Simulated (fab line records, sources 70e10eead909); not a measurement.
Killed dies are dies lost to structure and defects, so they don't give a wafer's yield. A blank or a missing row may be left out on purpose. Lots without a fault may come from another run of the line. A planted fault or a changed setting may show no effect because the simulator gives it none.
One fault seen from 2 desks | flow nand_harc | each desk has only its own numbers; what lay behind them comes last

THE METROLOGY DESK
What the gauges read, lot by lot, whatever tool the lot ran on: means of the sampled wafers that have a number. A lot is out of limits, marked OUT, if its mean lies more than 4 standard deviations from the usual mean; the brackets give that distance.
Columns: A = cd_nm at NHARC_A_CHANNEL_HOLE_D1_CD_MEAS_30, usual 90.9 nm
lot  | first seen here | A
L902 | day 9 05:20     | 89.8
L906 | day 10 16:07    | 92.5
L912 | day 13 08:05    | 1.7 (-50) OUT
L913 | day 13 14:40    | 1.7 (-50) OUT
L914 | day 14 15:47    | 89.1
L916 | day 15 05:01    | 89.0
L917 | day 15 19:50    | 90.0
L921 | day 17 02:08    | 92.8
L923 | day 17 23:53    | 90.7
This desk's finding: out of limits on L912, L913; first on L912, day 13 08:05 (cd_nm at NHARC_A_CHANNEL_HOLE_D1_CD_MEAS_30). In limits: L902, L906, L914, L916, L917, L921, L923.

THE TOOL OWNER'S DESK: har_etch-01
The tool's own readings at NHARC_A_CHANNEL_HOLE_D1_ETCH_24 (etches the open film in C4F8/O2/Ar, time 906.2 s, target depth 1500 nm): means of the sampled wafers that have a number, for each lot that ran on this tool. A lot is out of limits, marked OUT, if its mean lies more than 4 standard deviations from the usual mean; the brackets give that distance.
Columns: A = c4f8_flow_sccm at NHARC_A_CHANNEL_HOLE_D1_ETCH_24, usual 93.80 sccm; B = chamber_pressure_mTorr at NHARC_A_CHANNEL_HOLE_D1_ETCH_24, usual 20.003 mTorr; C = drypump_motor_current_A at NHARC_A_CHANNEL_HOLE_D1_ETCH_24, usual 5.43 A; D = showerhead_plenum_p_Torr at NHARC_A_CHANNEL_HOLE_D1_ETCH_24, usual 3.67 Torr; E = throttle_valve_pct at NHARC_A_CHANNEL_HOLE_D1_ETCH_24, usual 32.236 %
lot  | first seen here | A     | B      | C    | D    | E
L902 | day 9 01:56     | 93.48 | 20.005 | 5.52 | 3.67 | 32.233
L906 | day 10 12:50    | 93.77 | 19.997 | 5.51 | 3.66 | 32.235
L914 | day 14 12:30    | 93.87 | 19.992 | 5.60 | 3.66 | 32.248
L917 | day 15 16:49    | 94.01 | 20.016 | 5.60 | 3.65 | 32.243
L921 | day 16 22:48    | 93.97 | 20.015 | 5.59 | 3.64 | 32.232
L923 | day 17 20:37    | 94.00 | 19.994 | 5.60 | 3.63 | 32.233
This desk's finding: nothing out of limits on any of the 6 lots.

PUT TOGETHER
The metrology desk could have raised an alarm at day 13 08:05, on L912, L913.
The tool owner's desk saw nothing out of limits.
The tool owner's desk has no number on record for L912, L913.
Of the lots named, all ran NHARC_A_CHANNEL_HOLE_D1_ETCH_24 on har_etch-01.

WHAT THE SIMULATOR HAD PUT IN
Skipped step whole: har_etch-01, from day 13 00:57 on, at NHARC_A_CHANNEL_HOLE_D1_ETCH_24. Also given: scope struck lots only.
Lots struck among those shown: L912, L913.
Hours from the fault's start to each desk's first reading out of limits: the metrology desk, 7.
